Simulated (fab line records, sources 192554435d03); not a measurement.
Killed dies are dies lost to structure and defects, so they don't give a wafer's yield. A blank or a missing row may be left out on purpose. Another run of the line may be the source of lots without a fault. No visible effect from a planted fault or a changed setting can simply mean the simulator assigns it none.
Matching of chambers    flow n5Finfet    aldMetal-02 running N5_BEOL_M3_ALD_84: 4 sister chambers
The step deposits TaN, pulse time 2 s, purge time 3 s, co reactant purge time 2 s. 14 wafers are shown with their chamber, then 7 later ones without.

## WAFERS PAIRED WITH THEIR CHAMBERS
wafer   chamber  heaterPowerW (W)  precursorVesselTempC (C)
L074.1  2        356               75.19
L074.3  3        365               75.18
L074.5  1        376               75.14
L075.1  0        346               74.99
L075.3  1        383               75.04
L075.6  1        385               75.05
L076.2  0        334               75.11
L076.3  1        378               75.01
L076.5  1        384               75.10
L085.2  2        346               75.13
L085.4  0        342               75.02
L085.6  3        353               74.97
L094.3  3        358               74.78
L094.4  2        362               74.93

SIGNATURES (means of the wafers above)
reading               chamber 0  chamber 1  chamber 2  chamber 3  scatter within a chamber
heaterPowerW          340.67     381.20     354.67     358.67     5.84
precursorVesselTempC  75.0400    75.0680    75.0833    74.9767    0.116
Rule: distance of a wafer from a chamber = root of the sum over the readings of ((wafer's reading minus chamber's mean) / reading's scatter) squared. If the next closest chamber is less than 2 further off than the closest, the wafer can't be placed; otherwise it belongs to the closest. The scatter is the square root of a quotient: the sum, over the shown wafers, of each reading's squared deviation from its chamber's mean, divided by wafers minus chambers.

## WAFERS WITHOUT THEIR CHAMBER
wafer   heaterPowerW (W)  precursorVesselTempC (C)
L094.5  355               74.81
L095.1  363               75.09
L095.3  345               74.98
L095.4  389               75.08
L096.1  347               75.26
L096.3  377               75.09
L096.4  349               75.09

## WHICH CHAMBER EACH WENT THROUGH
wafer   from the rows above           in truth
L094.5  can't be placed: 3 or 2 or 0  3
L095.1  can't be placed: 3 or 2 or 1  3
L095.3  can't be placed: 0 or 2 or 3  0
L095.4  1                             1
L096.1  can't be placed: 2 or 0 or 3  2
L096.3  1                             1
L096.4  can't be placed: 2 or 0 or 3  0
Correct placement for 2 of the 7. From these rows, 5 cannot be placed; in 5 the true chamber is one of the candidates. Wrongly placed: 0.
